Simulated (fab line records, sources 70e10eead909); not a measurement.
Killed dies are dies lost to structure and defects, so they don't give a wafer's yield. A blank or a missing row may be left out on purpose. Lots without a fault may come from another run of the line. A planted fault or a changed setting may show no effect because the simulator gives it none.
Which tool did it? | flow nand_harc | 21 lots, 63 wafers sampled, at 6 steps of a route of 1302

WHAT THE GAUGES READ, wafer by wafer
The record holds no reading of a measuring or inspecting step that can be judged against a usual standard deviation.

WHICH TOOL RAN EACH LOT (tool, then ch and the chambers of the sampled wafers, then the start)
lot  | NHARC_A_STAIRCASE_TRIM_24                     | NHARC_A_STAIRCASE_TRIM_196         | NHARC_A_STAIRCASE_ETCH_203                    | NHARC_A_STAIRCASE_ETCH_225                    | NHARC_A_STAIRCASE_TRIM_226                    | NHARC_A_STAIRCASE_TRIM_229
L074 | rie_diel-12 ch 0,2,3, day 15 08:35 or earlier | rie_diel-12 ch 0,2,3, day 15 08:35 | rie_diel-12 ch 0,1,2, day 15 12:10 or earlier | rie_diel-01 ch 0,1,2, day 15 12:10 or earlier | rie_diel-01 ch 1,2,3, day 15 12:10 or earlier | rie_diel-01 ch 0,2,3, day 15 12:10
L075 | rie_diel-12 ch 0,1,3, day 16 03:30 or earlier | rie_diel-01 ch 0,1, day 16 03:30   | rie_diel-01 ch 0,1,2, day 16 07:33 or earlier | rie_diel-12 ch 2,3, day 16 07:33 or earlier   | rie_diel-12 ch 0,1,2, day 16 07:33 or earlier | rie_diel-01 ch 0,1,3, day 16 07:33
L078 | rie_diel-06 ch 1,2, day 17 11:27 or earlier   | rie_diel-12 ch 2,3, day 17 11:27   | rie_diel-12 ch 0,2, day 17 15:07 or earlier   | rie_diel-01 ch 0,2,3, day 17 15:07 or earlier | rie_diel-01 ch 1,3, day 17 15:07 or earlier   | rie_diel-12 ch 0,1,3, day 17 15:07
L079 | rie_diel-01 ch 1,2,3, day 17 23:12 or earlier | rie_diel-01 ch 2,3, day 17 23:12   | rie_diel-01 ch 2,3, day 18 02:58 or earlier   | rie_diel-12 ch 1,2,3, day 18 02:58 or earlier | rie_diel-12 ch 0,2,3, day 18 02:58 or earlier | rie_diel-12 ch 1,2, day 18 02:58
L080 | rie_diel-06 ch 2,3, day 18 13:24 or earlier   | rie_diel-01 ch 0,3, day 18 13:24   | rie_diel-01 ch 1,3, day 18 17:05 or earlier   | rie_diel-06 ch 0,3, day 18 17:05 or earlier   | rie_diel-06 ch 0,3, day 18 17:05 or earlier   | rie_diel-12 ch 1,2,3, day 18 17:05
L081 | rie_diel-06 ch 0,1,3, day 19 01:23 or earlier | rie_diel-12 ch 1,2,3, day 19 01:23 | rie_diel-12 ch 1,2,3, day 19 05:43 or earlier | rie_diel-01 ch 2,3, day 19 05:43 or earlier   | rie_diel-01 ch 1,2,3, day 19 05:43 or earlier | rie_diel-01 ch 1,2,3, day 19 05:43
L082 | rie_diel-01 ch 1,2, day 19 01:44 or earlier   | rie_diel-01 ch 0,1,2, day 19 01:44 | rie_diel-01 ch 0,2,3, day 19 05:52 or earlier | rie_diel-12 ch 0,2,3, day 19 05:52 or earlier | rie_diel-12 ch 0,2, day 19 05:52 or earlier   | rie_diel-12 ch 0,2, day 19 05:52
L083 | rie_diel-01 ch 1,2, day 20 01:25 or earlier   | rie_diel-01 ch 2,3, day 20 01:25   | rie_diel-01 ch 0,2, day 20 05:01 or earlier   | rie_diel-12 ch 0,1,3, day 20 05:01 or earlier | rie_diel-12 ch 1,2,3, day 20 05:01 or earlier | rie_diel-12 ch 1,2,3, day 20 05:01
L085 | rie_diel-06 ch 0,2,3, day 20 05:20 or earlier | rie_diel-01 ch 0,2,3, day 20 05:20 | rie_diel-01 ch 0,2,3, day 20 08:55 or earlier | rie_diel-06 ch 0,2,3, day 20 08:55 or earlier | rie_diel-06 ch 0,2,3, day 20 08:55 or earlier | rie_diel-06 ch 1,2,3, day 20 08:55
L086 | rie_diel-06 ch 0,1,3, day 20 21:36 or earlier | rie_diel-12 ch 0,2,3, day 20 21:36 | rie_diel-12 ch 0,3, day 21 01:10 or earlier   | rie_diel-01 ch 0,1,2, day 21 01:10 or earlier | rie_diel-01 ch 0,2,3, day 21 01:10 or earlier | rie_diel-06 ch 1,2, day 21 01:10
L087 | rie_diel-01 ch 0,1,2, day 22 03:03 or earlier | rie_diel-12 ch 1,2, day 22 03:03   | rie_diel-12 ch 1,3, day 22 06:50 or earlier   | rie_diel-12 ch 0,1,3, day 22 06:50 or earlier | rie_diel-12 ch 0,1,2, day 22 06:50 or earlier | rie_diel-06 ch 0,3, day 22 06:50
L088 | rie_diel-12 ch 0,1, day 22 04:06 or earlier   | rie_diel-12 ch 0,2,3, day 22 04:06 | rie_diel-12 ch 0,1,3, day 22 07:56 or earlier | rie_diel-12 ch 0,1,2, day 22 07:56 or earlier | rie_diel-12 ch 0,1,2, day 22 07:56 or earlier | rie_diel-12 ch 2,3, day 22 07:56
L090 | rie_diel-01 ch 0,1,2, day 22 07:43 or earlier | rie_diel-01 ch 2,3, day 22 07:43   | rie_diel-01 ch 2,3, day 22 12:34 or earlier   | rie_diel-12 ch 0,1,2, day 22 12:34 or earlier | rie_diel-12 ch 2,3, day 22 12:34 or earlier   | rie_diel-01 ch 1,3, day 22 12:34
L089 | rie_diel-06 ch 1,3, day 22 08:37 or earlier   | rie_diel-06 ch 2,3, day 22 08:37   | rie_diel-06 ch 1,2, day 22 12:35 or earlier   | rie_diel-01 ch 2,3, day 22 12:35 or earlier   | rie_diel-01 ch 1,2,3, day 22 12:35 or earlier | rie_diel-12 ch 0,1,2, day 22 12:35
L091 | rie_diel-01 ch 1,3, day 22 22:15 or earlier   | rie_diel-01 ch 1,2,3, day 22 22:15 | rie_diel-01 ch 1,2,3, day 23 07:41 or earlier | rie_diel-12 ch 0,1, day 23 07:41 or earlier   | rie_diel-12 ch 1,2, day 23 07:41 or earlier   | rie_diel-06 ch 0,2,3, day 23 07:41
L093 | rie_diel-06 ch 0,1,2, day 23 09:46 or earlier | rie_diel-12 ch 0,1,2, day 23 09:46 | rie_diel-12 ch 1,2,3, day 23 13:35 or earlier | rie_diel-01 ch 0,2,3, day 23 13:35 or earlier | rie_diel-01 ch 0,1,3, day 23 13:35 or earlier | rie_diel-12 ch 0,1,2, day 23 13:35
L092 | rie_diel-06 ch 0,1,3, day 23 10:29 or earlier | rie_diel-01 ch 0,1,2, day 23 10:29 | rie_diel-01 ch 0,1,2, day 23 15:02 or earlier | rie_diel-06 ch 0,2,3, day 23 15:02 or earlier | rie_diel-06 ch 1,2,3, day 23 15:02 or earlier | rie_diel-06 ch 1,2,3, day 23 15:02
L094 | rie_diel-01 ch 1,2,3, day 23 20:49 or earlier | rie_diel-01 ch 0,1,2, day 23 20:49 | rie_diel-01 ch 1,2,3, day 24 00:48 or earlier | rie_diel-01 ch 0,2,3, day 24 00:48 or earlier | rie_diel-01 ch 0,1,2, day 24 00:48 or earlier | rie_diel-12 ch 0,1,2, day 24 00:48
L095 | rie_diel-12 ch 0,2,3, day 24 03:32 or earlier | rie_diel-12 ch 0,1,2, day 24 03:32 | rie_diel-12 ch 0,1,2, day 24 07:12 or earlier | rie_diel-12 ch 0,2, day 24 07:12 or earlier   | rie_diel-12 ch 0,2,3, day 24 07:12 or earlier | rie_diel-12 ch 0,1,3, day 24 07:12
L097 | rie_diel-12 ch 1,3, day 25 05:03 or earlier   | rie_diel-06 ch 0,3, day 25 05:03   | rie_diel-06 ch 1,2,3, day 25 08:58 or earlier | rie_diel-01 ch 0,2, day 25 08:58 or earlier   | rie_diel-01 ch 0,3, day 25 08:58 or earlier   | rie_diel-01 ch 0,2,3, day 25 08:58
L096 | rie_diel-06 ch 1,2,3, day 25 08:43 or earlier | rie_diel-06 ch 0,1,2, day 25 08:43 | rie_diel-06 ch 0,1,3, day 25 12:22 or earlier | rie_diel-06 ch 0,1,2, day 25 12:22 or earlier | rie_diel-06 ch 0,3, day 25 12:22 or earlier   | rie_diel-01 ch 0,1,2, day 25 12:22
- NHARC_A_STAIRCASE_TRIM_24: chemistry O2, time 211.2 s.
- NHARC_A_STAIRCASE_TRIM_196: chemistry O2, time 211.2 s.
- NHARC_A_STAIRCASE_ETCH_203: etches the open film in C4F8/O2, target depth 100 nm, time 40.5 s.
- NHARC_A_STAIRCASE_ETCH_225: etches the open film in C4F8/O2, target depth 100 nm, time 40.5 s.
- NHARC_A_STAIRCASE_TRIM_226: chemistry O2, time 211.2 s.
- NHARC_A_STAIRCASE_TRIM_229: chemistry O2, time 211.2 s.

WHAT THE TOOLS THEMSELVES READ (means of the sampled wafers that have a number; where no wafer has one, the mark that the record gives instead)
NHARC_A_STAIRCASE_TRIM_24. Usual: drypump_motor_current_A 5.8 A, standard deviation 0.35; o2_flow_sccm 500.1 sccm, standard deviation 1.5; oes_product_au 1.003 a.u., standard deviation 0.011; rf_vpp_V 57.8 V, standard deviation 0.96; showerhead_plenum_p_Torr 3.52 Torr, standard deviation 0.19; throttle_valve_pct 17.037 %, standard deviation 0.0098.
lot  | tool        | drypump_motor_current_A (A) | o2_flow_sccm (sccm) | oes_product_au (a.u.) | rf_vpp_V (V) | showerhead_plenum_p_Torr (Torr) | throttle_valve_pct (%) | flag
L074 | rie_diel-12 | 6.0                         | 500.5               | 1.011                 | 57.8         | 3.49                            | 17.038                 |
L075 | rie_diel-12 | 5.8                         | 501.3               | 0.997                 | 58.2         | 3.58                            | 17.039                 |
L078 | rie_diel-06 | 5.5                         | 501.8               | 1.008                 | 57.6         | 3.61                            | 17.039                 |
L079 | rie_diel-01 | 6.0                         | 501.3               | 1.011                 | 57.3         | 3.47                            | 17.037                 |
L080 | rie_diel-06 | 5.4                         | 498.0               | 1.012                 | 58.6         | 3.64                            | 17.042                 |
L081 | rie_diel-06 | 5.7                         | 498.6               | 1.000                 | 57.6         | 3.44                            | 17.044                 |
L082 | rie_diel-01 | 6.2                         | 497.7               | 1.005                 | 56.3         | 3.32                            | 17.035                 |
L083 | rie_diel-01 | 5.9                         | 501.1               | 1.011                 | 56.8         | 3.30                            | 17.029                 |
L085 | rie_diel-06 | 5.5                         | 500.2               | 1.004                 | 56.8         | 3.52                            | 17.039                 |
L086 | rie_diel-06 | 5.7                         | 499.2               | 1.005                 | 58.3         | 3.43                            | 17.040                 |
L087 | rie_diel-01 | 5.8                         | 501.8               | 1.009                 | 57.6         | 3.38                            | 17.039                 |
L088 | rie_diel-12 | 5.8                         | 499.2               | 0.984                 | 58.0         | 3.67                            | 17.038                 |
L090 | rie_diel-01 | 5.8                         | 499.6               | 1.006                 | 57.8         | 3.38                            | 17.032                 |
L089 | rie_diel-06 | 5.8                         | 500.6               | 0.993                 | 57.5         | 3.44                            | 17.042                 |
L091 | rie_diel-01 | 6.0                         | 498.9               | 1.013                 | 58.5         | 3.61                            | 17.043                 |
L093 | rie_diel-06 | 5.4                         | 499.5               | 1.004                 | 58.0         | 3.54                            | 17.035                 |
L092 | rie_diel-06 | 5.7                         | 500.1               | 0.998                 | 57.4         | 3.43                            | 17.038                 |
L094 | rie_diel-01 | 6.0                         | 500.3               | 1.007                 | 57.5         | 3.44                            | 17.040                 |
L095 | rie_diel-12 | 6.0                         | 500.2               | 0.998                 | 57.3         | 3.63                            | 17.043                 |
L097 | rie_diel-12 | 5.8                         | 501.0               | 1.000                 | 58.6         | 3.68                            | 17.032                 |
L096 | rie_diel-06 | 5.5                         | 499.8               | 1.001                 | 57.4         | 3.54                            | 17.037                 |

NHARC_A_STAIRCASE_TRIM_196. Usual: drypump_motor_current_A 5.8 A, standard deviation 0.31; o2_flow_sccm 500.0 sccm, standard deviation 1.4; oes_product_au 1.003 a.u., standard deviation 0.012; rf_vpp_V 57.8 V, standard deviation 0.98; showerhead_plenum_p_Torr 3.52 Torr, standard deviation 0.19; throttle_valve_pct 17.036 %, standard deviation 0.0095.
lot  | tool        | drypump_motor_current_A (A) | o2_flow_sccm (sccm) | oes_product_au (a.u.) | rf_vpp_V (V) | showerhead_plenum_p_Torr (Torr) | throttle_valve_pct (%) | flag
L074 | rie_diel-12 | 6.0                         | 499.2               | 1.004                 | 57.9         | 3.49                            | 17.040                 |
L075 | rie_diel-01 | 5.7                         | 500.4               | 0.999                 | 57.9         | 3.50                            | 17.040                 |
L078 | rie_diel-12 | 6.1                         | 499.4               | 1.002                 | 56.7         | 3.35                            | 17.028                 |
L079 | rie_diel-01 | 5.8                         | 500.0               | 1.009                 | 58.3         | 3.62                            | 17.037                 |
L080 | rie_diel-01 | 5.7                         | 500.9               | 1.008                 | 59.2         | 3.70                            | 17.038                 |
L081 | rie_diel-12 | 5.9                         | 500.4               | 1.000                 | 57.4         | 3.43                            | 17.037                 |
L082 | rie_diel-01 | 5.8                         | 500.2               | 1.003                 | 58.1         | 3.39                            | 17.028                 |
L083 | rie_diel-01 | 5.7                         | 501.3               | 1.020                 | 58.0         | 3.44                            | 17.032                 |
L085 | rie_diel-01 | 5.6                         | 500.2               | 1.004                 | 57.4         | 3.53                            | 17.030                 |
L086 | rie_diel-12 | 6.0                         | 499.9               | 1.009                 | 57.6         | 3.65                            | 17.032                 |
L087 | rie_diel-12 | 6.1                         | 500.8               | 1.002                 | 58.0         | 3.46                            | 17.032                 |
L088 | rie_diel-12 | 6.0                         | 500.5               | 1.012                 | 58.1         | 3.64                            | 17.041                 |
L090 | rie_diel-01 | 5.8                         | 499.6               | 1.011                 | 58.1         | 3.60                            | 17.035                 |
L089 | rie_diel-06 | 5.3                         | 499.6               | 0.989                 | 58.0         | 3.63                            | 17.039                 |
L091 | rie_diel-01 | 6.0                         | 499.4               | 1.015                 | 58.1         | 3.45                            | 17.030                 |
L093 | rie_diel-12 | 6.0                         | 500.7               | 1.001                 | 57.8         | 3.58                            | 17.027                 |
L092 | rie_diel-01 | 5.8                         | 500.9               | 1.005                 | 57.1         | 3.37                            | 17.044                 |
L094 | rie_diel-01 | 5.8                         | 500.3               | 1.006                 | 57.0         | 3.37                            | 17.038                 |
L095 | rie_diel-12 | 6.0                         | 500.9               | 0.988                 | 58.3         | 3.58                            | 17.042                 |
L097 | rie_diel-06 | 5.8                         | 500.5               | 1.002                 | 56.6         | 3.38                            | 17.037                 |
L096 | rie_diel-06 | 5.4                         | 501.0               | 1.004                 | 57.8         | 3.53                            | 17.042                 |

NHARC_A_STAIRCASE_ETCH_203. Usual: oes_product_au 0.947 a.u., standard deviation 0.011; rf_vpp_V 895 V, standard deviation 7.2.
lot  | tool        | oes_product_au (a.u.) | rf_vpp_V (V) | flag
L074 | rie_diel-12 | 0.938                 | 900          |
L075 | rie_diel-01 | 0.950                 | 891          |
L078 | rie_diel-12 | 0.947                 | 896          |
L079 | rie_diel-01 | 0.954                 | 892          |
L080 | rie_diel-01 | 0.948                 | 893          |
L081 | rie_diel-12 | 0.948                 | 892          |
L082 | rie_diel-01 | 0.952                 | 896          |
L083 | rie_diel-01 | 0.956                 | 890          |
L085 | rie_diel-01 | 0.950                 | 896          |
L086 | rie_diel-12 | 0.951                 | 905          |
L087 | rie_diel-12 | 0.938                 | 902          |
L088 | rie_diel-12 | 0.956                 | 903          |
L090 | rie_diel-01 | 0.944                 | 898          |
L089 | rie_diel-06 | 0.938                 | 898          |
L091 | rie_diel-01 | 0.941                 | 893          |
L093 | rie_diel-12 | 0.958                 | 898          |
L092 | rie_diel-01 | 0.948                 | 889          |
L094 | rie_diel-01 | 0.950                 | 893          |
L095 | rie_diel-12 | 0.934                 | 897          |
L097 | rie_diel-06 | 0.933                 | 896          |
L096 | rie_diel-06 | 0.945                 | 891          |

NHARC_A_STAIRCASE_ETCH_225. Usual: oes_product_au 0.946 a.u., standard deviation 0.013; rf_vpp_V 896 V, standard deviation 6.9.
lot  | tool        | oes_product_au (a.u.) | rf_vpp_V (V) | flag
L074 | rie_diel-01 | 0.943                 | 892          |
L075 | rie_diel-12 | 0.939                 | 890          |
L078 | rie_diel-01 | 0.960                 | 896          |
L079 | rie_diel-12 | 0.954                 | 892          |
L080 | rie_diel-06 | 0.950                 | 891          |
L081 | rie_diel-01 | 0.943                 | 898          |
L082 | rie_diel-12 | 0.951                 | 894          |
L083 | rie_diel-12 | 0.942                 | 903          |
L085 | rie_diel-06 | 0.950                 | 895          |
L086 | rie_diel-01 | 0.949                 | 891          |
L087 | rie_diel-12 | 0.941                 | 903          |
L088 | rie_diel-12 | 0.938                 | 898          |
L090 | rie_diel-12 | 0.945                 | 898          |
L089 | rie_diel-01 | 0.949                 | 898          |
L091 | rie_diel-12 | 0.924                 | 902          |
L093 | rie_diel-01 | 0.962                 | 896          |
L092 | rie_diel-06 | 0.930                 | 896          |
L094 | rie_diel-01 | 0.953                 | 895          |
L095 | rie_diel-12 | 0.941                 | 895          |
L097 | rie_diel-01 | 0.952                 | 903          |
L096 | rie_diel-06 | 0.949                 | 896          |

NHARC_A_STAIRCASE_TRIM_226. Usual: drypump_motor_current_A 5.83 A, standard deviation 0.3; o2_flow_sccm 500.0 sccm, standard deviation 1.8; oes_product_au 1.003 a.u., standard deviation 0.012; rf_vpp_V 57.7 V, standard deviation 0.98; showerhead_plenum_p_Torr 3.54 Torr, standard deviation 0.19; throttle_valve_pct 17.036 %, standard deviation 0.0089.
lot  | tool        | drypump_motor_current_A (A) | o2_flow_sccm (sccm) | oes_product_au (a.u.) | rf_vpp_V (V) | showerhead_plenum_p_Torr (Torr) | throttle_valve_pct (%) | flag
L074 | rie_diel-01 | 5.95                        | 499.7               | 1.000                 | 57.3         | 3.48                            | 17.033                 |
L075 | rie_diel-12 | 5.94                        | 501.0               | 0.996                 | 57.8         | 3.61                            | 17.034                 |
L078 | rie_diel-01 | 5.99                        | 499.6               | 1.006                 | 57.1         | 3.63                            | 17.039                 |
L079 | rie_diel-12 | 5.96                        | 500.1               | 1.001                 | 57.9         | 3.48                            | 17.034                 |
L080 | rie_diel-06 | 5.82                        | 501.4               | 1.008                 | 56.9         | 3.41                            | 17.038                 |
L081 | rie_diel-01 | 5.97                        | 500.6               | 1.007                 | 57.6         | 3.46                            | 17.030                 |
L082 | rie_diel-12 | 6.11                        | 501.8               | 1.008                 | 58.3         | 3.51                            | 17.038                 |
L083 | rie_diel-12 | 5.93                        | 500.3               | 1.000                 | 58.9         | 3.61                            | 17.030                 |
L085 | rie_diel-06 | 5.50                        | 500.0               | 1.010                 | 56.9         | 3.51                            | 17.030                 |
L086 | rie_diel-01 | 5.66                        | 500.9               | 1.009                 | 57.4         | 3.53                            | 17.036                 |
L087 | rie_diel-12 | 5.97                        | 501.0               | 1.003                 | 57.9         | 3.59                            | 17.047                 |
L088 | rie_diel-12 | 5.97                        | 499.9               | 0.992                 | 57.7         | 3.59                            | 17.033                 |
L090 | rie_diel-12 | 6.07                        | 500.1               | 1.021                 | 58.1         | 3.51                            | 17.029                 |
L089 | rie_diel-01 | 5.96                        | 499.5               | 1.016                 | 57.5         | 3.45                            | 17.035                 |
L091 | rie_diel-12 | 6.08                        | 501.3               | 1.005                 | 57.7         | 3.45                            | 17.037                 |
L093 | rie_diel-01 | 5.88                        | 500.5               | 1.013                 | 58.3         | 3.54                            | 17.041                 |
L092 | rie_diel-06 | 5.57                        | 499.2               | 1.000                 | 57.9         | 3.54                            | 17.037                 |
L094 | rie_diel-01 | 5.83                        | 498.4               | 1.008                 | 57.7         | 3.37                            | 17.036                 |
L095 | rie_diel-12 | 5.96                        | 501.7               | 0.995                 | 57.1         | 3.63                            | 17.039                 |
L097 | rie_diel-01 | 5.56                        | 498.4               | 0.983                 | 58.5         | 3.60                            | 17.026                 |
L096 | rie_diel-06 | 5.69                        | 497.9               | 1.010                 | 57.0         | 3.37                            | 17.039                 |

NHARC_A_STAIRCASE_TRIM_229. Usual: drypump_motor_current_A 5.8 A, standard deviation 0.31; o2_flow_sccm 499.9 sccm, standard deviation 1.4; oes_product_au 1.001 a.u., standard deviation 0.012; rf_vpp_V 57.8 V, standard deviation 1; showerhead_plenum_p_Torr 3.54 Torr, standard deviation 0.19; throttle_valve_pct 17.036 %, standard deviation 0.0093.
lot  | tool        | drypump_motor_current_A (A) | o2_flow_sccm (sccm) | oes_product_au (a.u.) | rf_vpp_V (V) | showerhead_plenum_p_Torr (Torr) | throttle_valve_pct (%) | flag
L074 | rie_diel-01 | 5.6                         | 499.2               | 0.992                 | 58.9         | 3.55                            | 17.044                 |
L075 | rie_diel-01 | 5.9                         | 500.7               | 0.994                 | 58.2         | 3.56                            | 17.037                 |
L078 | rie_diel-12 | 5.8                         | 500.0               | 0.998                 | 57.8         | 3.57                            | 17.039                 |
L079 | rie_diel-12 | 6.0                         | 499.4               | 1.000                 | 57.9         | 3.55                            | 17.037                 |
L080 | rie_diel-12 | 5.9                         | 500.5               | 1.003                 | 57.1         | 3.43                            | 17.027                 |
L081 | rie_diel-01 | 6.0                         | 499.4               | 1.011                 | 56.7         | 3.46                            | 17.039                 |
L082 | rie_diel-12 | 6.0                         | 499.6               | 0.999                 | 58.5         | 3.64                            | 17.031                 |
L083 | rie_diel-12 | 5.9                         | 498.9               | 0.997                 | 57.7         | 3.61                            | 17.033                 |
L085 | rie_diel-06 | 5.6                         | 499.6               | 1.002                 | 58.7         | 3.55                            | 17.039                 |
L086 | rie_diel-06 | 5.2                         | 499.1               | 1.005                 | 58.1         | 3.66                            | 17.043                 |
L087 | rie_diel-06 | 5.8                         | 500.4               | 0.999                 | 57.9         | 3.39                            | 17.030                 |
L088 | rie_diel-12 | 5.9                         | 499.8               | 1.018                 | 57.9         | 3.66                            | 17.035                 |
L090 | rie_diel-01 | 6.0                         | 498.8               | 1.017                 | 58.3         | 3.61                            | 17.027                 |
L089 | rie_diel-12 | 6.0                         | 500.1               | 1.000                 | 58.4         | 3.59                            | 17.034                 |
L091 | rie_diel-06 | 5.5                         | 500.0               | 0.986                 | 57.8         | 3.50                            | 17.037                 |
L093 | rie_diel-12 | 6.0                         | 500.0               | 0.998                 | 57.1         | 3.58                            | 17.034                 |
L092 | rie_diel-06 | 5.5                         | 499.5               | 0.992                 | 57.5         | 3.54                            | 17.033                 |
L094 | rie_diel-12 | 6.0                         | 499.6               | 0.993                 | 58.0         | 3.58                            | 17.038                 |
L095 | rie_diel-12 | 5.8                         | 498.8               | 1.009                 | 58.6         | 3.72                            | 17.034                 |
L097 | rie_diel-01 | 5.6                         | 498.5               | 0.996                 | 58.2         | 3.69                            | 17.031                 |
L096 | rie_diel-01 | 5.8                         | 500.2               | 0.992                 | 57.9         | 3.55                            | 17.041                 |

THE ANSWER, worked out from the rows above alone
Rule: a lot is off if the mean of its wafers that have a number lies more than 3 standard deviations from the usual mean. A lot without any number at a reading at which 4 lots or more have one is off too. The other lots that the step has rows for count as sound. The gauges are gone through in route order, then the tools' own readings, and for those a lot's mean is taken as printed above. The first step at which some lot is off is used, and at that step the reading that is off furthest; a lot without a number counts as furthest.
No lot is off at any reading shown: from this, nothing can be told.

WHAT THE SIMULATOR HAD PUT IN
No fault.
